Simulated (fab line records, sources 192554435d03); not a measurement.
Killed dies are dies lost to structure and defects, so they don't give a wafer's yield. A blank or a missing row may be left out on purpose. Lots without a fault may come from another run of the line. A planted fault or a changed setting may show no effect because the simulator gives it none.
Split-lot experiment | flow n5_finfet | 7 lots, 39 wafers read, on a route of 1938 steps

THE SPLIT
At N5_DUMMY_GATE_ETCH_37 (etches SOC in N2/H2, target depth 60 nm, overetch 30 nm), the setting source_w was moved away from the recipe's 840 W on 15 of the 39 wafers read, by +9.9% to +15.6%. The other wafers ran this setting at the recipe's value.

The reading is taken at the split's own step.

THE READING
rf_vpp_V, in V, at N5_DUMMY_GATE_ETCH_37 (etches SOC in N2/H2, target depth 60 nm, overetch 30 nm). Fault-free wafers of this fab line usually give 524.5 V, standard deviation 1.8 V.

wafer  | tool, chamber at the split | source_w as run, W | against the recipe | rf_vpp_V, V | against lot-mates on the recipe
L079.1 | rie_diel-01, 3             | 840                | recipe             | 527.2       | -
L079.2 | rie_diel-01, 0             | 840                | recipe             | 521.2       | -
L079.3 | rie_diel-01, 2             | 840                | recipe             | 525.0       | -
L080.1 | rie_diel-04, 2             | 840                | recipe             | 527.7       | -
L080.2 | rie_diel-04, 3             | 840                | recipe             | 523.5       | -
L080.3 | rie_diel-04, 1             | 930.3              | +10.7%             | 506.5       | -18.9
L080.4 | rie_diel-04, 0             | 930.3              | +10.7%             | 511.1       | -14.3
L080.5 | rie_diel-04, 0             | 930.3              | +10.7%             | 511.1       | -14.3
L080.6 | rie_diel-04, 3             | 840                | recipe             | 524.9       | -
L081.1 | rie_diel-04, 3             | 840                | recipe             | 523.5       | -
L081.2 | rie_diel-04, 0             | 840                | recipe             | 527.7       | -
L081.3 | rie_diel-04, 2             | 840                | recipe             | 526.2       | -
L081.4 | rie_diel-04, 1             | 840                | recipe             | 524.8       | -
L081.5 | rie_diel-04, 2             | 840                | recipe             | 527.5       | -
L081.6 | rie_diel-04, 3             | 840                | recipe             | 524.9       | -
L084.1 | rie_diel-01, 3             | 840                | recipe             | 524.9       | -
L084.2 | rie_diel-01, 0             | 966.2              | +15.0%             | 497.8       | -27.7
L084.3 | rie_diel-01, 2             | 966.2              | +15.0%             | 500.7       | -24.8
L084.4 | rie_diel-01, 1             | 840                | recipe             | 526.4       | -
L084.5 | rie_diel-01, 2             | 966.2              | +15.0%             | 501.9       | -23.6
L084.6 | rie_diel-01, 1             | 840                | recipe             | 525.2       | -
L087.1 | rie_diel-01, 1             | 840                | recipe             | 524.6       | -
L087.2 | rie_diel-01, 3             | 940.7              | +12.0%             | 506.7       | -15.6
L087.3 | rie_diel-01, 0             | 840                | recipe             | 520.3       | -
L087.4 | rie_diel-01, 1             | 940.7              | +12.0%             | 506.4       | -15.9
L087.5 | rie_diel-01, 0             | 840                | recipe             | 521.9       | -
L087.6 | rie_diel-01, 3             | 940.7              | +12.0%             | 506.2       | -16.1
L090.1 | rie_diel-01, 1             | 970.9              | +15.6%             | 499.1       | -25.6
L090.2 | rie_diel-01, 2             | 840                | recipe             | 527.1       | -
L090.3 | rie_diel-01, 0             | 840                | recipe             | 521.8       | -
L090.4 | rie_diel-01, 1             | 970.9              | +15.6%             | 501.5       | -23.2
L090.5 | rie_diel-01, 0             | 970.9              | +15.6%             | 495.5       | -29.2
L090.6 | rie_diel-01, 2             | 840                | recipe             | 525.2       | -
L094.1 | rie_diel-04, 1             | 840                | recipe             | 523.5       | -
L094.2 | rie_diel-04, 3             | 922.9              | +9.9%              | 508.2       | -17.7
L094.3 | rie_diel-04, 0             | 840                | recipe             | 528.0       | -
L094.4 | rie_diel-04, 2             | 922.9              | +9.9%              | 510.3       | -15.6
L094.5 | rie_diel-04, 1             | 922.9              | +9.9%              | 506.6       | -19.3
L094.6 | rie_diel-04, 2             | 840                | recipe             | 526.3       | -

THE FIT
A straight line over all 39 wafers: rf_vpp_V changes by -1.62 V for each +1% of source_w; r = -0.98; the points scatter about the line by 2.2 V.
The same after taking each lot's own level away (the mean of its wafers on the recipe; 39 wafers): -1.6 V for each +1%; r = -0.98; scatter 2.2 V.
On that fit, the largest move of source_w shifts the reading by 25 V.
The lots' own levels span 522.27 to 525.93 V, that is 2.0 times the standard deviation above.
So the lot-to-lot level changes the slope little: the two slopes agree.
Check: with one of the wafers moved furthest among these (+15.6%) left out of the fit, the line predicts -24.9 V for it against its lot-mates. It came out at -25.6 V against them.
Tool readings at the split's step, against how far the setting was moved: rf_vpp_V r = -0.98.

OTHER SPLITS ON THESE WAFERS
These wafers also went through other splits before the reading. Each is held against what the fit with the lots' levels taken away leaves over:
other split on the same wafers | wafers away from the commonest value | r with rf_vpp_V (lot level and that fit taken away)
N5_FIN_SAQP_ETCH_65 time_s     | 9                                    | -0.05

THE FILE'S OWN FIT
rf_vpp_V changes by -1.6 V for each +1% of source_w, r = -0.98.
